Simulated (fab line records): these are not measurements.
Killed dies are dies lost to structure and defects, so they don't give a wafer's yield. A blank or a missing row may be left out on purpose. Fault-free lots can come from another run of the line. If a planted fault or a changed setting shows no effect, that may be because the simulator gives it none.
Which of the tools did it?    flow n5Finfet    9 lots with 27 wafers sampled at 8 steps, on a route of 1938 steps

== WHAT EACH GAUGE READ, for each wafer ==
N5_BEOL_M0_OCD_MEAS_108.
lot   measured      on      trenchDepthNm (nm)
L311  day 6 20:24   ocd-02  33.2 32.5 32.9
L314  day 7 19:29   ocd-02  33.6 32.4 32.2
L316  day 8 10:04   ocd-02  33.4 32.8 33.0
L318  day 9 02:15   ocd-01  32.8 32.0 31.9
L319  day 9 06:36   ocd-01  32.1 32.1 32.0
L323  day 10 06:53  ocd-02  32.6 32.2 33.3
L326  day 10 23:25  ocd-02  32.2 33.4 32.8
L327  day 11 02:40  ocd-02  31.8 33.1 33.1
L329  day 11 14:49  ocd-01  31.6 33.4 32.5

N5_BEOL_M0_INSPECT_127: inspects for defects (darkfield).
lot   measured      on                rawDefectCount
L311  day 7 00:12   defectInspect-02  78 84 109
L314  day 7 22:42   defectInspect-01  69 29 43
L316  day 8 12:55   defectInspect-02  372 399 395
L318  day 9 07:02   defectInspect-02  402 425 422
L319  day 9 11:21   defectInspect-02  395 372 403
L323  day 10 10:59  defectInspect-02  50 52 51
L326  day 11 02:08  defectInspect-02  82 75 82
L327  day 11 05:58  defectInspect-02  40 86 67
L329  day 11 17:41  defectInspect-02  90 84 90

N5_BEOL_M1_INSPECT_13: inspects for defects (brightfield).
lot   measured      on                rawDefectCount
L311  day 7 01:53   defectInspect-02  490 494 553
L314  day 8 00:11   defectInspect-01  362 371 252
L316  day 8 14:14   defectInspect-01  695 864 817
L318  day 9 07:50   defectInspect-02  772 783 802
L319  day 9 12:32   defectInspect-02  674 753 781
L323  day 10 11:56  defectInspect-01  395 423 408
L326  day 11 03:31  defectInspect-02  502 434 497
L327  day 11 07:20  defectInspect-02  564 527 398
L329  day 11 20:09  defectInspect-01  520 403 463

N5_BEOL_M1_INSPECT_30: inspects for defects (brightfield).
lot   measured      on                rawDefectCount
L311  day 7 02:45   defectInspect-02  478 481 509
L314  day 8 01:03   defectInspect-02  390 371 258
L316  day 8 15:16   defectInspect-02  742 881 853
L318  day 9 08:42   defectInspect-01  771 775 793
L319  day 9 13:24   defectInspect-01  665 761 778
L323  day 10 12:55  defectInspect-01  408 401 413
L326  day 11 04:33  defectInspect-01  470 434 503
L327  day 11 08:29  defectInspect-02  541 506 414
L329  day 11 21:10  defectInspect-02  543 393 514

N5_BEOL_M4_RC_MEAS_101.
lot   measured      on         DIBL_N (mV/V)   DIBL_P (mV/V)   IOFF_N (nA/um)  IOFF_P (nA/um)  ION_N (uA/um)  ION_P (uA/um)  SS_N (mV/dec)   SS_P (mV/dec)   VT_N (mV)    VT_P (mV)
L311  day 8 14:51   prober-02  37.3 33.8 35.5  37.5 33.5 36.1  0.18 0.12 0.15  0.23 0.17 0.21  680 677 683    470 471 476    71.2 70.7 72.1  72.8 71.7 72.8  247 255 250  -250 -253 -250
L314  day 9 15:35   prober-02  37.4 35.1 32.3  38.4 34.8 33.3  0.18 0.14 0.11  0.24 0.18 0.16  660 658 657    460 445 457    72.2 71.9 70.5  73.5 72.8 72.1  251 254 255  -247 -251 -254
L316  day 10 07:21  prober-01  34.9 35.6 33.3  35.2 36.8 33.1  0.15 0.16 0.12  0.22 0.23 0.19  679 675 690    467 467 479    71.0 71.6 70.1  73.7 74.1 72.8  249 249 254  -250 -248 -249
L318  day 10 15:11  prober-02  37.2 37.7 35.5  37.8 39.0 36.4  0.19 0.19 0.16  0.25 0.27 0.23  685 675 683    472 466 475    72.0 72.6 71.1  72.9 73.8 73.1  246 246 249  -244 -247 -248
L319  day 11 10:59  prober-02  38.8 36.4 38.9  39.3 34.7 38.0  0.21 0.15 0.21  0.25 0.17 0.22  672 665 676    458 448 453    71.6 71.3 72.8  74.9 72.5 74.5  245 253 248  -249 -253 -250
L323  day 12 00:10  prober-02  37.3 35.6 35.4  35.4 34.2 34.3  0.16 0.15 0.14  0.22 0.22 0.21  675 703 677    466 481 469    71.4 71.4 71.2  72.8 72.5 72.8  247 246 249  -246 -244 -245
L326  day 13 00:05  prober-02  33.4 35.3 34.3  33.1 34.8 33.9  0.13 0.16 0.14  0.17 0.19 0.18  682 677 672    465 462 459    71.4 71.3 71.9  72.7 73.6 73.2  251 247 250  -254 -251 -252
L327  day 13 03:38  prober-02  40.0 38.2 37.6  40.9 38.7 37.9  0.28 0.23 0.21  0.27 0.24 0.22  717 695 687    475 461 459    72.9 73.1 71.7  74.6 74.5 73.4  241 242 245  -250 -249 -251
L329  day 13 10:06  prober-01  33.2 36.3 36.8  33.6 37.7 38.6  0.12 0.18 0.19  0.16 0.21 0.22  669 678 677    452 461 458    71.2 71.9 72.1  72.4 74.4 74.3  252 248 246  -256 -250 -253

== WHAT TOOL EACH LOT RAN ON (gives the tool, then ch and the chambers of the sampled wafers, and finally the start) ==
lot   N5_BEOL_M0_ETCH_128                N5_BEOL_M0_SPUTTER_132       N5_BEOL_M0_CMP_120
L311  rieDiel-06 ch 0,2,3, day 6 20:15   pvdSputter-02, day 6 22:43   cmp-03 ch 0,1,2, day 6 23:42
L314  rieDiel-06 ch 0,2,3, day 7 19:20   pvdSputter-01, day 7 21:05   cmp-03 ch 0,3, day 7 22:05
L316  rieDiel-03 ch 0,3, day 8 09:56     pvdSputter-01, day 8 11:37   cmp-03 ch 1,2,3, day 8 12:25
L318  rieDiel-01 ch 0,1,2, day 9 02:07   pvdSputter-01, day 9 05:32   cmp-03 ch 0,3, day 9 06:26
L319  rieDiel-03 ch 1,2, day 9 06:28     pvdSputter-01, day 9 10:02   cmp-03 ch 0,1,2, day 9 10:50
L323  rieDiel-06 ch 0,2,3, day 10 06:45  pvdSputter-01, day 10 08:46  cmp-01 ch 0,1,3, day 10 10:26
L326  rieDiel-03 ch 0,1,3, day 10 23:16  pvdSputter-01, day 11 00:47  cmp-04 ch 0,2,3, day 11 01:34
L327  rieDiel-01 ch 0,2,3, day 11 02:31  pvdSputter-02, day 11 04:14  cmp-04 ch 1,3, day 11 05:22
L329  rieDiel-01 ch 0,2,3, day 11 14:40  pvdSputter-02, day 11 16:20  cmp-04 ch 0,1, day 11 17:07
- N5_BEOL_M0_ETCH_128: etches SiCN in CF4/N2, target depth 12 nm, overetch 5.1 nm, time 21.4 s.
- N5_BEOL_M0_SPUTTER_132: material Cu, target thk 4 nm, time 7.37 s.
- N5_BEOL_M0_CMP_120: polishes, stops on SiOC, t overpolish 6.9 s.

== WHAT THE TOOLS THEMSELVES READ (means of the sampled wafers that have a number; where no wafer has one, the mark that the record gives instead) ==
N5_BEOL_M0_ETCH_128.
lot   tool        cf4FlowSccm (sccm)  drypumpMotorCurrentA (A)  oesProductAu (a.u.)  rfVppV (V)  showerheadPlenumPTorr (Torr)  throttleValvePct (%)
L311  rieDiel-06  59.87               5.0                       0.55                 382.3       2.19                          15.37
L314  rieDiel-06  59.96               5.0                       0.54                 382.5       2.18                          15.40
L316  rieDiel-03  60.19               6.1                       0.54                 383.7       2.26                          15.56
L318  rieDiel-01  60.04               5.5                       0.56                 383.1       2.22                          15.53
L319  rieDiel-03  59.92               5.5                       0.50                 380.1       2.11                          15.48
L323  rieDiel-06  60.06               5.1                       0.52                 381.1       2.18                          15.43
L326  rieDiel-03  60.13               5.6                       0.53                 382.5       2.21                          15.40
L327  rieDiel-01  59.89               5.8                       0.53                 382.8       2.27                          15.54
L329  rieDiel-01  59.90               5.7                       0.52                 383.5       2.27                          15.55

N5_BEOL_M0_SPUTTER_132.
lot   tool           throttleValvePct (%)
L311  pvdSputter-02  30.1
L314  pvdSputter-01  30.5
L316  pvdSputter-01  30.8
L318  pvdSputter-01  30.8
L319  pvdSputter-01  30.8
L323  pvdSputter-01  31.3
L326  pvdSputter-01  30.8
L327  pvdSputter-02  30.2
L329  pvdSputter-02  30.8

N5_BEOL_M0_CMP_120.
lot   tool    barrierFieldEndpointS (s)  motorCurrentA (A)  overpolishRunS (s)  timeToEndpointS (s)
L311  cmp-03  3.68                       6.0                6.907               63
L314  cmp-03  3.65                       6.0                6.898               64
L316  cmp-03  3.59                       5.9                6.893               57
L318  cmp-03  3.62                       6.0                6.893               65
L319  cmp-03  3.49                       6.0                6.895               60
L323  cmp-01  3.59                       6.0                6.892               63
L326  cmp-04  3.65                       5.9                6.893               64
L327  cmp-04  3.63                       6.8                6.903               63
L329  cmp-04  3.91                       5.8                6.896               64

== THE ANSWER, worked out from the rows above alone ==
Rule: what is usual is taken from the lots themselves. Put in order of their means at a reading, lots are off if they are a third of the lots or fewer, leave a main group of 4 or more, and stand apart from it by a gap of 3 or more times the standard deviation of the main group's means; of several such gaps the widest counts. A main group is skipped when, at the precision printed for the reading in the tables above, its means are all equal. Also off: a lot with no number at a reading for which 4 or more lots have one. All remaining lots with rows at the step are treated as sound. First the gauges in route order, then the tools' own readings, where a lot's mean is used as printed above. At the first step where some lot is off, the reading lying furthest off is the one used; lots without a number count as furthest.
Off, at N5_BEOL_M0_INSPECT_127 on rawDefectCount: L316, L318, L319. For the main group the mean is 70 and the standard deviation 17.
If a tool, at a process step before that reading, ran all the lots that are off and no sound lot after the first of them, it fits. Gauges at N5_BEOL_M0_INSPECT_127: tried the same way as those tools. One fits: cmp-03 at N5_BEOL_M0_CMP_120. Its last sound lot is L314 (day 7 22:05), its first lot that is off L316 (day 8 12:25): a fault that began between those two fits.
On the lots that are off, the tool's own readings at N5_BEOL_M0_CMP_120 differ by more than 5 times the standard deviation of the sound lots' means, which bears it out; timeToEndpointS reads 61 s there versus 64 s on the sound lots.

== WHAT THE SIMULATOR PUT IN ==
Chamber particle source: cmp-03, from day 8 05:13 on, at N5_BEOL_M0_CMP_120. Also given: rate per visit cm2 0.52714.
Lots struck among those shown: L316, L318, L319. This agrees with what the rule above found.
